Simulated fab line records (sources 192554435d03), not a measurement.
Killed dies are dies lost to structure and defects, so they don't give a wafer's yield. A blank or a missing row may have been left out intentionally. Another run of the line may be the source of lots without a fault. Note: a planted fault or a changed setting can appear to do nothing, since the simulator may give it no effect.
Which tool did it? + flow n5-finfet + 72 wafers from 24 lots sampled at 4 of the route's 1938 steps

== WHAT EACH GAUGE READ, for each wafer ==
N5_BEOL_M2_INSPECT_13: inspects for defects (brightfield). Usual: raw-defect-count reads 368 (standard deviation 75).
| lot  | measured     | on                | raw-defect-count | flag |
|------|--------------|-------------------|------------------|------|
| L074 | day 6 11:45  | defect-inspect-02 | 385 407 427      |      |
| L075 | day 6 16:55  | defect-inspect-02 | 295 288 276      |      |
| L077 | day 7 07:08  | defect-inspect-01 | 307 396 394      |      |
| L076 | day 7 07:49  | defect-inspect-02 | 272 428 346      |      |
| L079 | day 7 19:39  | defect-inspect-01 | 357 415 307      |      |
| L078 | day 7 21:10  | defect-inspect-02 | 493 404 425      |      |
| L080 | day 8 06:19  | defect-inspect-02 | 425 426 328      |      |
| L081 | day 8 10:42  | defect-inspect-02 | 309 352 374      |      |
| L083 | day 8 17:19  | defect-inspect-02 | 315 308 350      |      |
| L082 | day 8 21:34  | defect-inspect-01 | 559 348 369      |      |
| L084 | day 9 02:26  | defect-inspect-01 | 375 334 368      |      |
| L085 | day 9 12:11  | defect-inspect-02 | 429 327 345      |      |
| L086 | day 9 23:29  | defect-inspect-02 | 494 342 419      |      |
| L087 | day 10 01:07 | defect-inspect-02 | 398 351 452      |      |
| L088 | day 10 05:50 | defect-inspect-01 | 296 369 327      |      |
| L089 | day 10 09:43 | defect-inspect-02 | 374 422 359      |      |
| L090 | day 10 20:29 | defect-inspect-01 | 307 338 283      |      |
| L091 | day 11 02:11 | defect-inspect-01 | 328 556 384      |      |
| L092 | day 11 07:28 | defect-inspect-02 | 418 302 412      |      |
| L094 | day 11 15:40 | defect-inspect-02 | 359 292 365      |      |
| L093 | day 11 16:27 | defect-inspect-01 | 255 222 251      |      |
| L095 | day 11 21:29 | defect-inspect-01 | 324 311 385      |      |
| L096 | day 12 13:34 | defect-inspect-01 | 420 545 501      |      |
| L097 | day 12 19:04 | defect-inspect-01 | 354 428 585      |      |

== EACH LOT AND THE TOOL THAT RAN IT (in order: tool; ch and the chambers of the sampled wafers; start) ==
| lot  | N5_BEOL_M1_ANNEAL_49         | N5_BEOL_M1_ANNEAL_82         | N5_BEOL_M1_ANNEAL_93         |
|------|------------------------------|------------------------------|------------------------------|
| L074 | pvd-sputter-01, day 6 08:05  | pvd-sputter-01, day 6 08:31  | pvd-sputter-01, day 6 09:24  |
| L075 | pvd-sputter-03, day 6 11:46  | pvd-sputter-03, day 6 12:12  | pvd-sputter-03, day 6 13:05  |
| L077 | pvd-sputter-01, day 7 03:09  | pvd-sputter-01, day 7 03:35  | pvd-sputter-01, day 7 04:32  |
| L076 | pvd-sputter-02, day 7 04:15  | pvd-sputter-02, day 7 04:41  | pvd-sputter-02, day 7 05:34  |
| L079 | pvd-sputter-03, day 7 16:03  | pvd-sputter-03, day 7 16:29  | pvd-sputter-03, day 7 17:22  |
| L078 | pvd-sputter-02, day 7 16:30  | pvd-sputter-02, day 7 16:56  | pvd-sputter-02, day 7 17:49  |
| L080 | pvd-sputter-02, day 8 02:51  | pvd-sputter-02, day 8 03:17  | pvd-sputter-02, day 8 04:10  |
| L081 | pvd-sputter-03, day 8 07:00  | pvd-sputter-03, day 8 07:26  | pvd-sputter-03, day 8 08:19  |
| L083 | pvd-sputter-01, day 8 13:52  | pvd-sputter-01, day 8 14:18  | pvd-sputter-01, day 8 15:11  |
| L082 | pvd-sputter-02, day 8 16:05  | pvd-sputter-02, day 8 16:32  | pvd-sputter-02, day 8 17:25  |
| L084 | pvd-sputter-03, day 8 22:47  | pvd-sputter-03, day 8 23:14  | pvd-sputter-03, day 9 00:07  |
| L085 | pvd-sputter-03, day 9 05:52  | pvd-sputter-03, day 9 06:18  | pvd-sputter-03, day 9 07:11  |
| L086 | pvd-sputter-01, day 9 18:46  | pvd-sputter-01, day 9 19:13  | pvd-sputter-01, day 9 20:05  |
| L087 | pvd-sputter-03, day 9 20:48  | pvd-sputter-03, day 9 21:14  | pvd-sputter-03, day 9 22:07  |
| L088 | pvd-sputter-01, day 10 01:46 | pvd-sputter-01, day 10 02:13 | pvd-sputter-01, day 10 03:05 |
| L089 | pvd-sputter-02, day 10 01:55 | pvd-sputter-02, day 10 02:21 | pvd-sputter-02, day 10 03:14 |
| L090 | pvd-sputter-03, day 10 15:35 | pvd-sputter-03, day 10 16:01 | pvd-sputter-03, day 10 16:54 |
| L091 | pvd-sputter-02, day 10 21:45 | pvd-sputter-02, day 10 22:11 | pvd-sputter-02, day 10 23:04 |
| L092 | pvd-sputter-03, day 11 03:19 | pvd-sputter-03, day 11 03:45 | pvd-sputter-03, day 11 04:38 |
| L094 | pvd-sputter-02, day 11 11:01 | pvd-sputter-02, day 11 11:28 | pvd-sputter-02, day 11 12:20 |
| L093 | pvd-sputter-02, day 11 12:52 | pvd-sputter-02, day 11 13:18 | pvd-sputter-02, day 11 14:11 |
| L095 | pvd-sputter-03, day 11 17:19 | pvd-sputter-03, day 11 17:46 | pvd-sputter-03, day 11 18:38 |
| L096 | pvd-sputter-01, day 12 08:15 | pvd-sputter-01, day 12 08:41 | pvd-sputter-01, day 12 09:34 |
| L097 | pvd-sputter-03, day 12 15:11 | pvd-sputter-03, day 12 15:38 | pvd-sputter-03, day 12 16:31 |
- N5_BEOL_M1_ANNEAL_49: time 240 s.
- N5_BEOL_M1_ANNEAL_82: time 240 s.
- N5_BEOL_M1_ANNEAL_93: time 240 s.

== WHAT THE TOOLS THEMSELVES READ (means of the sampled wafers that have a number; where no wafer has one, the mark that the record gives instead) ==
N5_BEOL_M1_ANNEAL_49. Usual: heater-power-w reads 804 W (standard deviation 84).
| lot  | tool           | heater-power-w (W) | flag |
|------|----------------|--------------------|------|
| L074 | pvd-sputter-01 | 805                |      |
| L075 | pvd-sputter-03 | 736                |      |
| L077 | pvd-sputter-01 | 825                |      |
| L076 | pvd-sputter-02 | 865                |      |
| L079 | pvd-sputter-03 | 759                |      |
| L078 | pvd-sputter-02 | 810                |      |
| L080 | pvd-sputter-02 | 856                |      |
| L081 | pvd-sputter-03 | 890                |      |
| L083 | pvd-sputter-01 | 782                |      |
| L082 | pvd-sputter-02 | 829                |      |
| L084 | pvd-sputter-03 | 793                |      |
| L085 | pvd-sputter-03 | 799                |      |
| L086 | pvd-sputter-01 | 764                |      |
| L087 | pvd-sputter-03 | 708                |      |
| L088 | pvd-sputter-01 | 832                |      |
| L089 | pvd-sputter-02 | 848                |      |
| L090 | pvd-sputter-03 | 801                |      |
| L091 | pvd-sputter-02 | 832                |      |
| L092 | pvd-sputter-03 | 762                |      |
| L094 | pvd-sputter-02 | 850                |      |
| L093 | pvd-sputter-02 | 860                |      |
| L095 | pvd-sputter-03 | 800                |      |
| L096 | pvd-sputter-01 | 814                |      |
| L097 | pvd-sputter-03 | 767                |      |

N5_BEOL_M1_ANNEAL_82. Usual: heater-power-w reads 806 W (standard deviation 86).
| lot  | tool           | heater-power-w (W) | flag |
|------|----------------|--------------------|------|
| L074 | pvd-sputter-01 | 808                |      |
| L075 | pvd-sputter-03 | 736                |      |
| L077 | pvd-sputter-01 | 832                |      |
| L076 | pvd-sputter-02 | 848                |      |
| L079 | pvd-sputter-03 | 764                |      |
| L078 | pvd-sputter-02 | 813                |      |
| L080 | pvd-sputter-02 | 849                |      |
| L081 | pvd-sputter-03 | 907                |      |
| L083 | pvd-sputter-01 | 790                |      |
| L082 | pvd-sputter-02 | 826                |      |
| L084 | pvd-sputter-03 | 795                |      |
| L085 | pvd-sputter-03 | 806                |      |
| L086 | pvd-sputter-01 | 752                |      |
| L087 | pvd-sputter-03 | 713                |      |
| L088 | pvd-sputter-01 | 835                |      |
| L089 | pvd-sputter-02 | 840                |      |
| L090 | pvd-sputter-03 | 805                |      |
| L091 | pvd-sputter-02 | 846                |      |
| L092 | pvd-sputter-03 | 776                |      |
| L094 | pvd-sputter-02 | 860                |      |
| L093 | pvd-sputter-02 | 870                |      |
| L095 | pvd-sputter-03 | 797                |      |
| L096 | pvd-sputter-01 | 830                |      |
| L097 | pvd-sputter-03 | 778                |      |

N5_BEOL_M1_ANNEAL_93. Usual: heater-power-w reads 806 W (standard deviation 87).
| lot  | tool           | heater-power-w (W) | flag |
|------|----------------|--------------------|------|
| L074 | pvd-sputter-01 | 803                |      |
| L075 | pvd-sputter-03 | 731                |      |
| L077 | pvd-sputter-01 | 821                |      |
| L076 | pvd-sputter-02 | 866                |      |
| L079 | pvd-sputter-03 | 771                |      |
| L078 | pvd-sputter-02 | 808                |      |
| L080 | pvd-sputter-02 | 864                |      |
| L081 | pvd-sputter-03 | 896                |      |
| L083 | pvd-sputter-01 | 774                |      |
| L082 | pvd-sputter-02 | 833                |      |
| L084 | pvd-sputter-03 | 801                |      |
| L085 | pvd-sputter-03 | 807                |      |
| L086 | pvd-sputter-01 | 766                |      |
| L087 | pvd-sputter-03 | 702                |      |
| L088 | pvd-sputter-01 | 828                |      |
| L089 | pvd-sputter-02 | 836                |      |
| L090 | pvd-sputter-03 | 800                |      |
| L091 | pvd-sputter-02 | 826                |      |
| L092 | pvd-sputter-03 | 764                |      |
| L094 | pvd-sputter-02 | 854                |      |
| L093 | pvd-sputter-02 | 870                |      |
| L095 | pvd-sputter-03 | 804                |      |
| L096 | pvd-sputter-01 | 822                |      |
| L097 | pvd-sputter-03 | 765                |      |

== THE ANSWER, worked out from the rows above alone ==
Rule: a lot counts as off when the mean over its wafers that have a number is more than 3 standard deviations away from the usual mean. A lot without any number at a reading at which 4 lots or more have one is off too. Any other lot the step has rows for is counted as sound. First the gauges in route order, then the tools' own readings, where a lot's mean is used as printed above. The first step at which some lot is off is used, and at that step the reading that is off furthest; a lot without a number counts as furthest.
Nothing can be told from this: no lot is off at any reading shown.

== WHAT THE SIMULATOR PUT IN ==
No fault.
